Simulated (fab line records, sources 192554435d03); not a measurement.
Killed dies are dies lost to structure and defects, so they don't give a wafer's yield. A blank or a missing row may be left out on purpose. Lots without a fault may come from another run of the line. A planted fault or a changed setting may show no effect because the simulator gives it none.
A struck lot beside a sound one | flow n5_finfet | 16 steps out of a route of 1938
Sound: wafers L369.1, L369.3, L369.4. Struck: wafer L386.3. (L386.4, L386.6 of the same lot were not struck and are left out.) The cause comes at the end.
At each step with rows: each side's tool, then ch and its chambers, then its first start. Under that, the readings that differ: sound wafers | struck wafers | difference of the means | sigmas: that difference in standard deviations of wafers without a fault.
alike: readings whose means differ by less than 2 such deviations, and words and numbers that are the same on both sides. not compared: withheld readings, readings that some wafer has no value for, bounds like >300 that may hide the same value, and numbers for which the record gives no deviation and whose values overlap.
The two part at a step that has a row with sigmas, a row that says differs or no value, or rows on one side only. Numbers that don't overlap but have no deviation are shown without sigmas and don't part them. A reading that every wafer of one side lacks parts them only if that side has two wafers or more.

first, 9 steps without rows for these wafers: N5_BEOL_M3_COAT_67 (time 60 s, resist thk 60 nm); N5_BEOL_M3_COAT_68 (time 60 s, resist thk 12 nm); N5_BEOL_M3_COAT_76 (time 60 s, resist thk 5 nm); N5_BEOL_M3_COAT_22 (resist thk 30 nm); N5_BEOL_M3_EBR_24; N5_BEOL_M3_SOFTBAKE_23 (time 60 s); N5_BEOL_M3_EXPOSE_25 (exposes mask V2, defocus 5 nm); N5_BEOL_M3_PEB_26 (peb time 60 s); N5_BEOL_M3_DEVELOP_27 (develop time 30 s).
N5_BEOL_M3_CD_MEAS_28: target cd 25.7 nm, target cd y 23.3 nm.
  sound on cd_sem-03 ch 0, day 7 09:31; struck on cd_sem-03 ch 0, day 11 21:05
  reading    | sound             | struck | difference | sigmas
  cd_nm (nm) | 25.48 25.66 25.64 | 26.23  | +0.64      | +3
N5_BEOL_M3_OVL_MEAS_29:
  sound on overlay-01 ch 0, day 7 09:32; struck on overlay-02 ch 0, day 11 21:08
  alike: V2_OVL
N5_BEOL_M3_INSPECT_30: inspects for defects (brightfield).
  sound on defect_inspect-02, day 7 09:36; struck on defect_inspect-02, day 11 21:11
  alike: raw_defect_count
N5_BEOL_M3_DESCUM_33: chemistry O2, time 7 s.
  sound on rie_diel-06 ch 0,1,2, day 7 09:38; struck on rie_diel-04 ch 1, day 11 21:13
  reading                                      | sound          | struck | difference | sigmas
  model.CAR-EUV_of_BEOL_M3_COAT_22.thk_nm (nm) | 25.8 25.8 25.8 | 25.2   | -0.6       |
  alike: chamber_pressure_mTorr, drypump_motor_current_A, oes_product_au, rf_vpp_V, showerhead_plenum_p_Torr, throttle_valve_pct
  not compared: rf_hours_counter_h
N5_BEOL_M3_ETCH_77: etches underlayer in N2/H2, target depth 6.5 nm, time 5.2 s.
  sound on rie_diel-06 ch 0,1,2, day 7 09:40; struck on rie_diel-04 ch 1, day 11 21:15
  alike: chamber_pressure_mTorr, drypump_motor_current_A, etch_rf_on_time_s, oes_product_au, rf_vpp_V, showerhead_plenum_p_Torr, throttle_valve_pct
  not compared: rf_hours_counter_h
N5_BEOL_M4_RC_MEAS_101:
  sound on prober-01 ch 0, day 8 16:53; struck on prober-01 ch 0, day 12 17:17
  reading       | sound       | struck | difference | sigmas
  ION_N (uA/um) | 670 657 664 | 691    | +27        | +2
  ION_P (uA/um) | 458 450 452 | 471    | +18        | +2
  alike: DIBL_N, DIBL_P, IOFF_N, IOFF_P, SS_N, SS_P, VT_N, VT_P
then, 1 step without rows for these wafers: N5_PASSIVATION_PROBE_49.

WHERE THEY PART
First at N5_BEOL_M3_CD_MEAS_28; last, within this record, at N5_BEOL_M4_RC_MEAS_101.

WHY: what the simulator had put in
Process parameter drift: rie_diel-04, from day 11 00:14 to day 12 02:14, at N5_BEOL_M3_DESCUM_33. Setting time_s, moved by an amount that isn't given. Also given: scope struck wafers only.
